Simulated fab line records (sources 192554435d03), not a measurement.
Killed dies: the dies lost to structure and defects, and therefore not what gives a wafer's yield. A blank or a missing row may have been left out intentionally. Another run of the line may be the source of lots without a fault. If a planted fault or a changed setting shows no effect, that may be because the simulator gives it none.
A struck lot beside a sound one / flow n5_finfet / 15 steps out of a route of 1938
Sound: these wafers, L923.2, L923.4, L923.5. Struck: wafer L928.5 (left out: L928.3, a lot-mate that was not struck); the cause follows at the end.
For every step that has rows: the tool of each side, followed by ch and its chambers, followed by its first start. Under that, the readings that differ: sound wafers / struck wafers / difference of the means / sigmas: that difference in standard deviations of wafers without a fault.
alike: words and numbers the same on both sides, and readings whose means are apart by under 2 such deviations; not compared: readings that were withheld, readings missing a value for some wafer, numbers with overlapping values and no deviation given by the record, and bounds like >300 which may hide the same value.
The two part at a step that has a row with sigmas, a row that says differs or no value, or rows on one side only. Numbers that have no deviation but don't overlap get no sigmas and don't part them. A reading that every wafer of one side lacks parts them only if that side has two wafers or more.

N5_BEOL_M7_TRENCH_ETCH_37: etches SiCOH lowk in C4F6/O2, target depth 93.478 nm, time 31.2 s.
  sound on rie_diel-06 ch 1,2,3; struck on rie_diel-06 ch 3
  alike: drypump_motor_current_A, mfc_ar_sccm, oes_f_703_au, oes_product_au, rf_vpp_V, showerhead_plenum_p_Torr, throttle_valve_pct
  not compared: rf_hours_counter_h
N5_BEOL_M7_ETCH_41: etches SiCN in CH3F/O2, target depth 31.9 nm, time 57.8 s.
  sound on rie_diel-06 ch 1,2,3; struck on rie_diel-06 ch 3
reading=rf_vpp_V (V); sound=298.3 292.4 297.8; struck=300.5; difference=+4.3; sigmas=+3
  alike: drypump_motor_current_A, mfc_ar_sccm, oes_product_au, showerhead_plenum_p_Torr, throttle_valve_pct
  not compared: rf_hours_counter_h
then, 1 step without rows for these wafers: N5_BEOL_M7_STRIP_80 (strips in N2/H2, time 10 s).
N5_BEOL_M7_OCD_MEAS_38:
  sound on ocd-02 at day 11 21:53; struck on ocd-02 at day 12 06:11
  alike: trench_depth_nm
then, 4 steps without rows for these wafers: N5_BEOL_M7_HM_STRIP_39 (strips TiN in peroxide tin strip, target depth 25 nm, time 158 s); N5_BEOL_M7_SRD_40 (time 30 s); N5_BEOL_M7_PRECLEAN_42 (cleans in residue remover, time 60 s); N5_BEOL_M7_SRD_43 (time 30 s).
N5_BEOL_M7_CD_MEAS_35: target cd 40 nm.
  sound on cd_sem-01 at day 11 22:03; struck on cd_sem-01 at day 12 06:21
  alike: cd_nm
N5_BEOL_M7_CURE_75: cures SiCOH lowk, time 120 s.
  sound on uv_cure-01 ch 2, day 11 22:16; struck on uv_cure-02 ch 2, day 12 06:31
  alike: lamp_power_pct, wafer_temp_C_max
then, 1 step without rows for these wafers: N5_BEOL_M7_DEGAS_44 (time 60 s).
N5_BEOL_M7_PRE_CLEAN_45: time 30 s.
  sound on pvd_sputter-03 at day 11 22:42; struck on pvd_sputter-01 at day 12 07:46
  alike: heater_power_w
N5_BEOL_M7_ALD_77: deposits TaN, target thk 2 nm, pulse time 2 s, purge time 3 s.
  sound on ald_metal-01 ch 0,1, day 11 22:53; struck on ald_metal-01 ch 2, day 12 07:50
reading=ald_cycles; sound=40 40 40; struck=43; difference=+3; sigmas=
  alike: heater_power_w
N5_BEOL_M7_SURFACE_TREAT_79:
  sound on pvd_sputter-03 at day 11 23:17; struck on pvd_sputter-01 at day 12 08:13
  not compared: throttle_valve_pct
-- here the record skips 3 days between the struck wafers' starts before and after, leaving off in module BEOL_M7 and picking up in module PASSIVATION (first step shown: number 1936 of the route) --
N5_PASSIVATION_PROBE_49:
  sound on prober-01 at day 15 00:35; struck on prober-02 at day 15 15:29
  alike: defect_limited_yield, killed_at_M0_to_M3, killed_at_M4_up, killed_at_contacts, killed_at_front_end, killed_at_other, killed_dies, killed_on_rim, killed_open, killed_short, sort_bin_5_function, sort_bin_6_memory, sort_bin_8_speed, sort_n_pass, sort_yield_pct

WHERE THEY PART
Only at N5_BEOL_M7_ETCH_41, within this record. Later steps at which nothing parts them and some readings are alike: N5_BEOL_M7_OCD_MEAS_38, N5_BEOL_M7_CD_MEAS_35, N5_BEOL_M7_CURE_75, N5_BEOL_M7_PRE_CLEAN_45, N5_BEOL_M7_ALD_77, N5_PASSIVATION_PROBE_49.

WHY: what the simulator had put in
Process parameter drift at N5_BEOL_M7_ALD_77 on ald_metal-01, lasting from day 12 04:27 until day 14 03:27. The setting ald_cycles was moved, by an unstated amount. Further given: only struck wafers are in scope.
